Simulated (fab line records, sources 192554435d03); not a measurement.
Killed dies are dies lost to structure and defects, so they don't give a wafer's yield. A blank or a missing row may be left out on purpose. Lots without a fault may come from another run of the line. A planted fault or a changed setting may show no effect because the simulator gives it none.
Which tool did it? | flow n5_finfet | 24 lots, 72 wafers sampled, at 5 steps of a route of 1938

WHAT THE GAUGES READ, wafer by wafer
N5_GATE_CUT_INSPECT_15: inspects for defects (brightfield). Usual: raw_defect_count 122, standard deviation 37.
lot  | measured     | on                | raw_defect_count | flag
L074 | day 4 08:30  | defect_inspect-02 | 206 103 117      |
L075 | day 4 16:17  | defect_inspect-02 | 117 188 164      |
L076 | day 4 23:40  | defect_inspect-01 | 201 131 175      |
L077 | day 5 04:46  | defect_inspect-02 | 115 107 101      |
L078 | day 5 12:56  | defect_inspect-01 | 100 95 100       |
L079 | day 5 19:11  | defect_inspect-01 | 120 157 136      |
L080 | day 6 01:00  | defect_inspect-02 | 167 112 108      |
L081 | day 6 06:02  | defect_inspect-01 | 116 179 130      |
L082 | day 6 11:53  | defect_inspect-02 | 54 105 84        |
L083 | day 6 16:22  | defect_inspect-01 | 91 70 106        |
L084 | day 6 20:57  | defect_inspect-02 | 92 122 162       |
L085 | day 7 09:31  | defect_inspect-01 | 94 76 91         |
L086 | day 7 16:46  | defect_inspect-02 | 97 178 93        |
L087 | day 7 19:49  | defect_inspect-01 | 139 90 110       |
L088 | day 7 23:02  | defect_inspect-01 | 141 76 107       |
L089 | day 8 06:31  | defect_inspect-01 | 128 146 99       |
L090 | day 8 12:26  | defect_inspect-02 | 149 146 154      |
L091 | day 8 21:03  | defect_inspect-01 | 199 139 115      |
L092 | day 8 23:28  | defect_inspect-01 | 93 141 101       |
L093 | day 9 06:55  | defect_inspect-02 | 112 110 151      |
L094 | day 9 12:13  | defect_inspect-01 | 119 99 100       |
L095 | day 9 19:22  | defect_inspect-01 | 118 152 125      |
L096 | day 10 03:20 | defect_inspect-01 | 111 65 80        |
L097 | day 10 04:58 | defect_inspect-01 | 128 101 102      |

WHICH TOOL RAN EACH LOT (tool, then ch and the chambers of the sampled wafers, then the start)
lot  | N5_HKMG_FIN_STRIP_92              | N5_HKMG_FIN_ETCH_67               | N5_GATE_CUT_VAPOR_ETCH_60         | N5_GATE_CUT_SAC_CAP_01
L074 | rie_diel-03 ch 1,2,3, day 4 00:49 | rie_diel-05 ch 0,1,3, day 4 02:50 | rie_metal-02 ch 0,1, day 4 05:06  | ald_sin-04 ch 0,2,3, day 4 05:28
L075 | rie_diel-03 ch 0,1, day 4 08:12   | rie_diel-05 ch 0,2,3, day 4 10:21 | rie_metal-03 ch 0, day 4 12:37    | ald_sin-02 ch 0,2,3, day 4 13:16
L076 | rie_diel-05 ch 1,3, day 4 15:56   | rie_diel-05 ch 0,1,2, day 4 17:53 | rie_metal-02 ch 0,1, day 4 20:09  | ald_sin-03 ch 0,1,3, day 4 20:32
L077 | rie_diel-05 ch 1,3, day 4 20:50   | rie_diel-03 ch 0,1,3, day 4 22:51 | rie_metal-01 ch 0,1, day 5 01:07  | ald_sin-03 ch 1,3, day 5 01:37
L078 | rie_diel-02 ch 0,1,3, day 5 05:16 | rie_diel-05 ch 0,3, day 5 07:14   | rie_metal-03 ch 0,1, day 5 09:30  | ald_sin-04 ch 1,2, day 5 09:55
L079 | rie_diel-05 ch 0,2,3, day 5 11:23 | rie_diel-05 ch 0,2,3, day 5 13:24 | rie_metal-03 ch 0,1, day 5 15:40  | ald_sin-04 ch 0,1,3, day 5 16:02
L080 | rie_diel-03 ch 0,1, day 5 15:18   | rie_diel-03 ch 0,3, day 5 17:28   | rie_metal-02 ch 0,1, day 5 19:59  | ald_sin-03 ch 0,2,3, day 5 21:51
L081 | rie_diel-05 ch 1,2, day 5 21:26   | rie_diel-02 ch 1,3, day 5 23:30   | rie_metal-02 ch 0, day 6 01:47    | ald_sin-02 ch 1,2,3, day 6 02:53
L082 | rie_diel-03 ch 0,1,2, day 6 03:23 | rie_diel-03 ch 0,1,2, day 6 05:32 | rie_metal-03 ch 0,1, day 6 08:22  | ald_sin-02 ch 0,1,2, day 6 08:44
L083 | rie_diel-02 ch 1,2, day 6 08:38   | rie_diel-02 ch 1,2,3, day 6 10:42 | rie_metal-01 ch 0,1, day 6 12:58  | ald_sin-04 ch 0,1,3, day 6 13:20
L084 | rie_diel-05 ch 1,3, day 6 13:22   | rie_diel-03 ch 1,3, day 6 15:17   | rie_metal-01 ch 0,1, day 6 17:34  | ald_sin-02 ch 0,2, day 6 17:56
L085 | rie_diel-05 ch 0,2,3, day 7 01:47 | rie_diel-02 ch 1,2,3, day 7 03:46 | rie_metal-01 ch 0,1, day 7 06:01  | ald_sin-03 ch 0,1,2, day 7 06:24
L086 | rie_diel-05 ch 0,1,2, day 7 08:33 | rie_diel-03 ch 2,3, day 7 10:59   | rie_metal-03 ch 0,1, day 7 13:22  | ald_sin-03 ch 0,3, day 7 13:44
L087 | rie_diel-02 ch 0,2, day 7 12:08   | rie_diel-05 ch 2,3, day 7 14:09   | rie_metal-01 ch 0,1, day 7 16:25  | ald_sin-04 ch 0,2,3, day 7 16:47
L088 | rie_diel-05 ch 1,2, day 7 15:17   | rie_diel-03 ch 2,3, day 7 17:14   | rie_metal-01 ch 0,1, day 7 19:31  | ald_sin-04 ch 0,1,3, day 7 19:53
L089 | rie_diel-05 ch 0,1,2, day 7 22:23 | rie_diel-03 ch 1,2,3, day 8 00:32 | rie_metal-01 ch 0,1, day 8 02:50  | ald_sin-04 ch 0,1,3, day 8 03:20
L090 | rie_diel-03 ch 0,2,3, day 8 04:40 | rie_diel-03 ch 0,1, day 8 06:46   | rie_metal-02 ch 1, day 8 09:02    | ald_sin-03 ch 0,1,3, day 8 09:24
L091 | rie_diel-05 ch 1,2,3, day 8 12:56 | rie_diel-05 ch 0,1,2, day 8 15:02 | rie_metal-03 ch 1, day 8 17:38    | ald_sin-04 ch 0,1,2, day 8 18:02
L092 | rie_diel-02 ch 0,1, day 8 15:22   | rie_diel-03 ch 0,1,3, day 8 17:18 | rie_metal-02 ch 0,1, day 8 19:34  | ald_sin-03 ch 0,1,3, day 8 20:19
L093 | rie_diel-03 ch 1,2,3, day 8 22:28 | rie_diel-02 ch 0,3, day 9 00:42   | rie_metal-02 ch 0,1, day 9 03:13  | ald_sin-02 ch 0,3, day 9 03:46
L094 | rie_diel-03 ch 0,1, day 9 04:26   | rie_diel-03 ch 1,2, day 9 06:25   | rie_metal-02 ch 0,1, day 9 08:41  | ald_sin-04 ch 2,3, day 9 09:04
L095 | rie_diel-02 ch 0,1, day 9 11:42   | rie_diel-05 ch 1,2, day 9 13:40   | rie_metal-02 ch 0,1, day 9 15:56  | ald_sin-04 ch 0,1, day 9 16:19
L096 | rie_diel-03 ch 1,2,3, day 9 19:11 | rie_diel-05 ch 0,1,3, day 9 21:23 | rie_metal-03 ch 0,1, day 9 23:41  | ald_sin-04 ch 0,1,2, day 10 00:17
L097 | rie_diel-05 ch 0,1,2, day 9 21:16 | rie_diel-05 ch 1,3, day 9 23:16   | rie_metal-03 ch 0,1, day 10 01:32 | ald_sin-03 ch 0,3, day 10 01:55
- N5_HKMG_FIN_STRIP_92: strips SOC in N2/H2, time 20 s.
- N5_HKMG_FIN_ETCH_67: etches SOC in N2/H2, stops on TiN, target depth 388.9 nm.
- N5_GATE_CUT_VAPOR_ETCH_60: etches HfO2 in BCl3/Cl2.
- N5_GATE_CUT_SAC_CAP_01: material SiNx, target thk 24 nm, pulse time 1 s, ald cycles 480.

WHAT THE TOOLS THEMSELVES READ (means of the sampled wafers that have a number; where no wafer has one, the mark that the record gives instead)
N5_HKMG_FIN_STRIP_92. Usual: drypump_motor_current_A 5.9 A, standard deviation 0.56; oes_product_au 0.79 a.u., standard deviation 0.082; rf_vpp_V 54.3 V, standard deviation 0.84; showerhead_plenum_p_Torr 3.42 Torr, standard deviation 0.11; throttle_valve_pct 18.9 %, standard deviation 0.39.
lot  | tool        | drypump_motor_current_A (A) | oes_product_au (a.u.) | rf_vpp_V (V) | showerhead_plenum_p_Torr (Torr) | throttle_valve_pct (%) | flag
L074 | rie_diel-03 | 6.2                         | 0.75                  | 53.8         | 3.35                            | 19.0                   |
L075 | rie_diel-03 | 6.5                         | 0.73                  | 53.6         | 3.47                            | 18.8                   |
L076 | rie_diel-05 | 5.4                         | 0.88                  | 54.4         | 3.35                            | 18.5                   |
L077 | rie_diel-05 | 5.9                         | 0.81                  | 53.9         | 3.42                            | 18.6                   |
L078 | rie_diel-02 | 5.7                         | 0.84                  | 54.5         | 3.45                            | 19.2                   |
L079 | rie_diel-05 | 6.0                         | 0.74                  | 54.9         | 3.49                            | 19.0                   |
L080 | rie_diel-03 | 6.5                         | 0.71                  | 55.4         | 3.46                            | 18.9                   |
L081 | rie_diel-05 | 5.2                         | 0.84                  | 54.3         | 3.34                            | 18.4                   |
L082 | rie_diel-03 | 6.3                         | 0.80                  | 54.2         | 3.51                            | 19.0                   |
L083 | rie_diel-02 | 5.7                         | 0.77                  | 54.4         | 3.22                            | 19.1                   |
L084 | rie_diel-05 | 5.4                         | 0.85                  | 54.0         | 3.34                            | 18.5                   |
L085 | rie_diel-05 | 6.0                         | 0.73                  | 54.6         | 3.49                            | 19.0                   |
L086 | rie_diel-05 | 5.5                         | 0.78                  | 53.7         | 3.42                            | 18.8                   |
L087 | rie_diel-02 | 6.1                         | 0.70                  | 55.0         | 3.28                            | 19.1                   |
L088 | rie_diel-05 | 5.2                         | 0.83                  | 54.4         | 3.33                            | 18.4                   |
L089 | rie_diel-05 | 5.5                         | 0.78                  | 54.1         | 3.41                            | 18.8                   |
L090 | rie_diel-03 | 6.1                         | 0.88                  | 53.8         | 3.45                            | 19.0                   |
L091 | rie_diel-05 | 5.7                         | 0.76                  | 54.8         | 3.39                            | 18.7                   |
L092 | rie_diel-02 | 5.4                         | 0.82                  | 53.8         | 3.36                            | 19.1                   |
L093 | rie_diel-03 | 6.2                         | 0.79                  | 54.8         | 3.47                            | 18.9                   |
L094 | rie_diel-03 | 6.6                         | 0.80                  | 54.7         | 3.46                            | 18.6                   |
L095 | rie_diel-02 | 5.8                         | 0.77                  | 54.7         | 3.41                            | 19.1                   |
L096 | rie_diel-03 | 6.2                         | 0.79                  | 54.6         | 3.46                            | 19.0                   |
L097 | rie_diel-05 | 5.5                         | 0.77                  | 54.4         | 3.40                            | 18.9                   |

N5_HKMG_FIN_ETCH_67. Usual: bias_w 61.00 W, standard deviation 0.17; drypump_motor_current_A 5.9 A, standard deviation 0.53; oes_product_au 0.79 a.u., standard deviation 0.079; rf_vpp_V 241.3 V, standard deviation 1.3; showerhead_plenum_p_Torr 2.60 Torr, standard deviation 0.082; throttle_valve_pct 17.77 %, standard deviation 0.22.
lot  | tool        | bias_w (W) | drypump_motor_current_A (A) | oes_product_au (a.u.) | rf_vpp_V (V) | showerhead_plenum_p_Torr (Torr) | throttle_valve_pct (%) | flag
L074 | rie_diel-05 | 61.07      | 5.7                         | 0.82                  | 241.4        | 2.61                            | 17.75                  |
L075 | rie_diel-05 | 61.09      | 6.0                         | 0.75                  | 242.2        | 2.65                            | 17.81                  |
L076 | rie_diel-05 | 61.01      | 5.5                         | 0.81                  | 242.0        | 2.60                            | 17.65                  |
L077 | rie_diel-03 | 60.94      | 6.4                         | 0.75                  | 241.7        | 2.61                            | 17.69                  |
L078 | rie_diel-05 | 60.87      | 5.9                         | 0.75                  | 242.2        | 2.66                            | 17.96                  |
L079 | rie_diel-05 | 61.14      | 6.0                         | 0.74                  | 242.0        | 2.65                            | 17.81                  |
L080 | rie_diel-03 | 60.91      | 6.3                         | 0.72                  | 240.8        | 2.59                            | 17.85                  |
L081 | rie_diel-02 | 60.98      | 5.3                         | 0.89                  | 240.4        | 2.57                            | 17.83                  |
L082 | rie_diel-03 | 61.06      | 6.3                         | 0.79                  | 242.3        | 2.66                            | 17.76                  |
L083 | rie_diel-02 | 60.94      | 5.6                         | 0.81                  | 239.2        | 2.53                            | 17.95                  |
L084 | rie_diel-03 | 60.84      | 6.3                         | 0.76                  | 240.5        | 2.58                            | 17.68                  |
L085 | rie_diel-02 | 60.84      | 5.6                         | 0.80                  | 240.1        | 2.53                            | 17.96                  |
L086 | rie_diel-03 | 60.97      | 5.9                         | 0.85                  | 241.9        | 2.66                            | 17.95                  |
L087 | rie_diel-05 | 60.90      | 6.1                         | 0.71                  | 242.2        | 2.62                            | 17.70                  |
L088 | rie_diel-03 | 61.22      | 5.9                         | 0.84                  | 242.1        | 2.65                            | 17.94                  |
L089 | rie_diel-03 | 61.00      | 6.2                         | 0.79                  | 241.7        | 2.63                            | 17.78                  |
L090 | rie_diel-03 | 60.87      | 6.5                         | 0.88                  | 241.8        | 2.61                            | 17.49                  |
L091 | rie_diel-05 | 60.99      | 5.5                         | 0.76                  | 241.0        | 2.58                            | 17.71                  |
L092 | rie_diel-03 | 60.87      | 6.4                         | 0.80                  | 240.8        | 2.59                            | 17.61                  |
L093 | rie_diel-02 | 60.96      | 6.1                         | 0.75                  | 242.2        | 2.64                            | 17.88                  |
L094 | rie_diel-03 | 61.09      | 6.1                         | 0.82                  | 242.4        | 2.69                            | 17.87                  |
L095 | rie_diel-05 | 61.08      | 5.6                         | 0.75                  | 240.4        | 2.56                            | 17.59                  |
L096 | rie_diel-05 | 60.89      | 5.7                         | 0.76                  | 240.7        | 2.58                            | 17.83                  |
L097 | rie_diel-05 | 61.03      | 5.4                         | 0.80                  | 239.7        | 2.52                            | 17.62                  |

N5_GATE_CUT_VAPOR_ETCH_60. Usual: drypump_motor_current_A 5.5 A, standard deviation 0.35; he_backside_leak_sccm 3.4 sccm, standard deviation 0.31; oes_product_au 0.71 a.u., standard deviation 0.11.
lot  | tool         | drypump_motor_current_A (A) | he_backside_leak_sccm (sccm) | oes_product_au (a.u.) | flag
L074 | rie_metal-02 | 5.5                         | 3.5                          | 0.65                  |
L075 | rie_metal-03 | 5.3                         | 3.7                          | 0.62                  |
L076 | rie_metal-02 | 5.6                         | 3.6                          | 0.65                  |
L077 | rie_metal-01 | 5.8                         | 3.4                          | 0.69                  |
L078 | rie_metal-03 | 5.3                         | 3.5                          | 0.72                  |
L079 | rie_metal-03 | 5.4                         | 3.4                          | 0.72                  |
L080 | rie_metal-02 | 5.6                         | 3.4                          | 0.64                  |
L081 | rie_metal-02 | 5.3                         | 3.4                          | 0.66                  |
L082 | rie_metal-03 | 5.2                         | 3.2                          | 0.82                  |
L083 | rie_metal-01 | 5.4                         | 3.6                          | 0.68                  |
L084 | rie_metal-01 | 5.4                         | 3.5                          | 0.68                  |
L085 | rie_metal-01 | 5.8                         | 3.3                          | 0.68                  |
L086 | rie_metal-03 | 5.3                         | 3.5                          | 0.70                  |
L087 | rie_metal-01 | 5.4                         | 3.4                          | 0.67                  |
L088 | rie_metal-01 | 5.4                         | 3.6                          | 0.67                  |
L089 | rie_metal-01 | 5.8                         | 3.3                          | 0.67                  |
L090 | rie_metal-02 | 5.8                         | 3.7                          | 0.63                  |
L091 | rie_metal-03 | 5.2                         | 2.9                          | 0.88                  |
L092 | rie_metal-02 | 5.5                         | 3.6                          | 0.64                  |
L093 | rie_metal-02 | 5.5                         | 3.5                          | 0.64                  |
L094 | rie_metal-02 | 5.5                         | 3.5                          | 0.63                  |
L095 | rie_metal-02 | 5.5                         | 3.5                          | 0.64                  |
L096 | rie_metal-03 | 5.3                         | 3.4                          | 0.94                  |
L097 | rie_metal-03 | 5.2                         | 3.3                          | 0.89                  |

N5_GATE_CUT_SAC_CAP_01. Usual: heater_power_w 816 W, standard deviation 94; precursor_pulse_height_rel 1.000, standard deviation 0.02.
lot  | tool       | heater_power_w (W) | precursor_pulse_height_rel | flag
L074 | ald_sin-04 | 765                | 0.981                      |
L075 | ald_sin-02 | 832                | 1.002                      |
L076 | ald_sin-03 | 886                | 1.007                      |
L077 | ald_sin-03 | 914                | 1.001                      |
L078 | ald_sin-04 | 867                | 1.019                      |
L079 | ald_sin-04 | 728                | 1.011                      |
L080 | ald_sin-03 | 825                | 0.995                      |
L081 | ald_sin-02 | 834                | 1.020                      |
L082 | ald_sin-02 | 857                | 1.015                      |
L083 | ald_sin-04 | 727                | 0.985                      |
L084 | ald_sin-02 | 873                | 0.999                      |
L085 | ald_sin-03 | 827                | 1.004                      |
L086 | ald_sin-03 | 882                | 0.996                      |
L087 | ald_sin-04 | 786                | 1.011                      |
L088 | ald_sin-04 | 721                | 0.990                      |
L089 | ald_sin-04 | 725                | 0.987                      |
L090 | ald_sin-03 | 899                | 0.990                      |
L091 | ald_sin-04 | 779                | 0.989                      |
L092 | ald_sin-03 | 881                | 1.025                      |
L093 | ald_sin-02 | 788                | 0.983                      |
L094 | ald_sin-04 | 885                | 1.003                      |
L095 | ald_sin-04 | 709                | 1.007                      |
L096 | ald_sin-04 | 775                | 1.013                      |
L097 | ald_sin-03 | 907                | 1.012                      |

THE ANSWER, worked out from the rows above alone
Rule: a lot is off if the mean of its wafers that have a number lies more than 3 standard deviations from the usual mean. A lot without any number at a reading at which 4 lots or more have one is off too. The other lots that the step has rows for count as sound. The gauges are gone through in route order, then the tools' own readings, and for those a lot's mean is taken as printed above. The first step at which some lot is off is used, and at that step the reading that is off furthest; a lot without a number counts as furthest.
No lot is off at any reading shown: from this, nothing can be told.

WHAT THE SIMULATOR HAD PUT IN
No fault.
